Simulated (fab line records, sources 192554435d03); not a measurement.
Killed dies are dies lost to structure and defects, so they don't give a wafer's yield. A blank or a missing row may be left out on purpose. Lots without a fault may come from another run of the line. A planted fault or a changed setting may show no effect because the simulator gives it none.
Split-lot experiment | flow n5_finfet | 7 lots, 21 wafers read, on a route of 1938 steps

THE SPLIT
At N5_BEOL_M7_ETCH_66 (etches SOC in N2/H2, target depth 80 nm, overetch 16 nm, time 120 s), the setting bias_w was moved away from the recipe's 150 W on 7 of the 21 wafers read, by -17.9% to +12.7%. The other wafers ran this setting at the recipe's value.

The reading is taken at the split's own step.

THE READING
rf_vpp_V, in V, at N5_BEOL_M7_ETCH_66 (etches SOC in N2/H2, target depth 80 nm, overetch 16 nm, time 120 s). Fault-free wafers of this fab line usually give 523.2 V, standard deviation 2.8 V.

wafer  | tool, chamber at the split | bias_w as run, W | against the recipe | rf_vpp_V, V | against lot-mates on the recipe
L074.1 | rie_diel-06, 3             | 169.1            | +12.7%             | 563.3       | no lot-mate on the recipe
L074.2 | rie_diel-06, 1             | 169.1            | +12.7%             | 565.2       | no lot-mate on the recipe
L074.3 | rie_diel-06, 0             | 169.1            | +12.7%             | 565.0       | no lot-mate on the recipe
L076.2 | rie_diel-05, 2             | 150              | recipe             | 519.2       | -
L076.3 | rie_diel-05, 3             | 150              | recipe             | 526.3       | -
L076.6 | rie_diel-05, 2             | 150              | recipe             | 520.5       | -
L080.1 | rie_diel-06, 1             | 150              | recipe             | 522.7       | -
L080.3 | rie_diel-06, 2             | 150              | recipe             | 517.6       | -
L080.6 | rie_diel-06, 0             | 150              | recipe             | 521.6       | -
L078.4 | rie_diel-01, 2             | 150              | recipe             | 521.5       | -
L078.5 | rie_diel-01, 1             | 150              | recipe             | 523.0       | -
L078.6 | rie_diel-01, 2             | 150              | recipe             | 522.3       | -
L084.1 | rie_diel-01, 1             | 150              | recipe             | 522.8       | -
L084.2 | rie_diel-01, 2             | 123.1            | -17.9%             | 460.8       | -62.0
L084.4 | rie_diel-01, 3             | 123.1            | -17.9%             | 463.5       | -59.3
L089.2 | rie_diel-06, 1             | 157.5            | +5.0%              | 539.5       | +15.3
L089.4 | rie_diel-06, 3             | 157.5            | +5.0%              | 539.5       | +15.3
L089.6 | rie_diel-06, 0             | 150              | recipe             | 524.2       | -
L093.2 | rie_diel-01, 0             | 150              | recipe             | 518.3       | -
L093.5 | rie_diel-01, 0             | 150              | recipe             | 519.9       | -
L093.6 | rie_diel-01, 3             | 150              | recipe             | 526.8       | -

THE FIT
A straight line over all 21 wafers: rf_vpp_V changes by +3.34 V for each +1% of bias_w; r = +1.00; the points scatter about the line by 2.3 V.
The same after taking each lot's own level away (the mean of its wafers on the recipe; 18 wafers): +3.35 V for each +1%; r = +0.99; scatter 2.4 V.
On that fit, the largest move of bias_w shifts the reading by 60 V.
The lots' own levels span 520.63 to 524.20 V, that is 1.3 times the standard deviation above.
So the lot-to-lot level changes the slope little: the two slopes agree.
Check: with one of the wafers moved furthest among these (-17.9%) left out of the fit, the line predicts -58.8 V for it against its lot-mates. It came out at -62 V against them.
Tool readings at the split's step, against how far the setting was moved: rf_vpp_V r = +1.00.

OTHER SPLITS ON THESE WAFERS
These wafers also went through other splits before the reading. Each is held against what the fit with the lots' levels taken away leaves over:
other split on the same wafers     | wafers away from the commonest value | r with rf_vpp_V (lot level and that fit taken away)
N5_BEOL_M2_TRENCH_ETCH_37 source_w | 2                                    | +0.01
N5_BEOL_M3_COAT_67 spin_rpm        | 5                                    | +0.17
N5_BEOL_M3_ETCH_41 target_depth_a  | 6                                    | -0.12
N5_BEOL_M4_COAT_73 spin_rpm        | 5                                    | +0.05
N5_BEOL_M4_COAT_05 spin_rpm        | 5                                    | -0.14
N5_BEOL_M6_COAT_05 spin_rpm        | 4                                    | +0.00
N5_BEOL_M6_TRENCH_ETCH_37 bias_w   | 8                                    | +0.22

THE FILE'S OWN FIT
rf_vpp_V changes by +3.36 V for each +1% of bias_w, r = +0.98.
